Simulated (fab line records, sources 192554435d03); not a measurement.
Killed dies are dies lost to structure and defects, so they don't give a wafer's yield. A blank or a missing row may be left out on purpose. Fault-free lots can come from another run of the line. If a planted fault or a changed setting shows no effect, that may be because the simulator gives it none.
What tool caused it? ; flow n5 finfet ; 12 lots with 36 wafers sampled at 5 steps, on a route of 1938 steps

## WHAT THE GAUGES SHOWED, per wafer
N5_BEOL_M6_CD_MEAS_11 targets a cd of 38.5 nm.
lot;measured;on;cd nm (nm)
L075;day 9 03:02;cd sem-01;38.6 39.2 38.3
L076;day 9 10:25;cd sem-03;37.9 38.4 38.4
L079;day 10 00:45;cd sem-02;38.8 38.5 38.5
L081;day 10 13:35;cd sem-03;38.6 38.3 39.1
L083;day 11 10:19;cd sem-03;38.8 39.3 38.6
L085;day 11 23:32;cd sem-01;39.0 38.6 39.1
L088;day 12 05:23;cd sem-03;38.5 38.9 38.4
L089;day 12 10:34;cd sem-01;38.6 38.0 39.0
L092;day 13 09:34;cd sem-01;37.9 38.1 38.7
L094;day 13 21:44;cd sem-01;39.4 38.8 39.1
L096;day 14 06:50;cd sem-03;38.2 38.2 38.2
L091;day 15 02:11;cd sem-02;38.2 39.0 38.1

## WHICH TOOL RAN EACH LOT (tool, then ch and the chambers of the sampled wafers, then the start)
lot;N5_BEOL_M5_ETCH_75;N5_BEOL_M5_STRIP_36;N5_BEOL_M5_CURE_80;N5_BEOL_M5_SURFACE_TREAT_87
L075;rie diel-05 ch 0,2, day 8 15:37;rie diel-05 ch 0,2, day 8 15:48;uv cure-02 ch 2, day 8 16:14;pvd sputter-03, day 8 17:06
L076;rie diel-05 ch 0,2,3, day 9 01:56;rie diel-05 ch 0,2,3, day 9 02:08;uv cure-01 ch 1, day 9 02:31;pvd sputter-03, day 9 03:16
L079;rie diel-03 ch 0,1,3, day 9 15:19;rie diel-03 ch 0,1,3, day 9 15:31;uv cure-01 ch 1, day 9 16:02;pvd sputter-02, day 9 17:10
L081;rie diel-05 ch 0,2,3, day 10 03:17;rie diel-05 ch 0,2,3, day 10 03:29;uv cure-02 ch 1, day 10 03:52;pvd sputter-03, day 10 05:20
L083;rie diel-05 ch 0,1, day 10 22:46;rie diel-05 ch 0,1, day 10 22:57;uv cure-03 ch 2, day 10 23:20;pvd sputter-03, day 11 00:35
L085;rie diel-06 ch 0,2,3, day 11 13:17;rie diel-06 ch 0,2,3, day 11 13:28;uv cure-01 ch 2, day 11 13:55;pvd sputter-03, day 11 14:45
L088;rie diel-03 ch 1,2,3, day 11 18:51;rie diel-03 ch 1,2,3, day 11 19:02;uv cure-01 ch 2, day 11 19:26;pvd sputter-01, day 11 21:25
L089;rie diel-06 ch 0,3, day 12 01:26;rie diel-06 ch 0,3, day 12 01:38;uv cure-03 ch 0, day 12 02:01;pvd sputter-02, day 12 02:56
L092;rie diel-06 ch 1,2,3, day 12 23:11;rie diel-06 ch 1,2,3, day 12 23:23;uv cure-03 ch 1, day 12 23:49;pvd sputter-03, day 13 01:36
L094;rie diel-03 ch 0,1, day 13 11:56;rie diel-03 ch 0,1, day 13 12:07;uv cure-03 ch 2, day 13 12:34;pvd sputter-01, day 13 13:34
L096;rie diel-06 ch 0,1,2, day 13 21:44;rie diel-06 ch 0,1,2, day 13 21:56;uv cure-01 ch 1, day 13 22:22;pvd sputter-02, day 13 23:27
L091;rie diel-03 ch 1,2,3, day 14 14:41;rie diel-03 ch 1,2,3, day 14 14:52;uv cure-02 ch 1, day 14 15:22;pvd sputter-02, day 14 16:05
- N5_BEOL_M5_ETCH_75: etches underlayer in N2/H2, target depth 6.5 nm, time 5.2 s.
- N5_BEOL_M5_STRIP_36: strips in N2/H2.
- N5_BEOL_M5_CURE_80: cures SiCOH lowk, time 120 s.
- N5_BEOL_M5_SURFACE_TREAT_87

## THE ANSWER, worked out from the rows above alone
Rule: the lots themselves supply what counts as usual. The widest of any qualifying gaps counts: lots, ordered by their means at a reading, are off when they make up no more than a third of the lots, leave a main group of 4 or more, and stand apart from it by 3 or more times the standard deviation of that group's means. The tables above print the reading to a certain number of digits; a main group whose means all agree to those digits is not used. Also off: a lot with no number at a reading for which 4 or more lots have one. Any other lot the step has rows for is counted as sound.
None of the lots is off at any reading shown; this tells nothing.

## WHAT THE SIMULATOR HAD PUT IN
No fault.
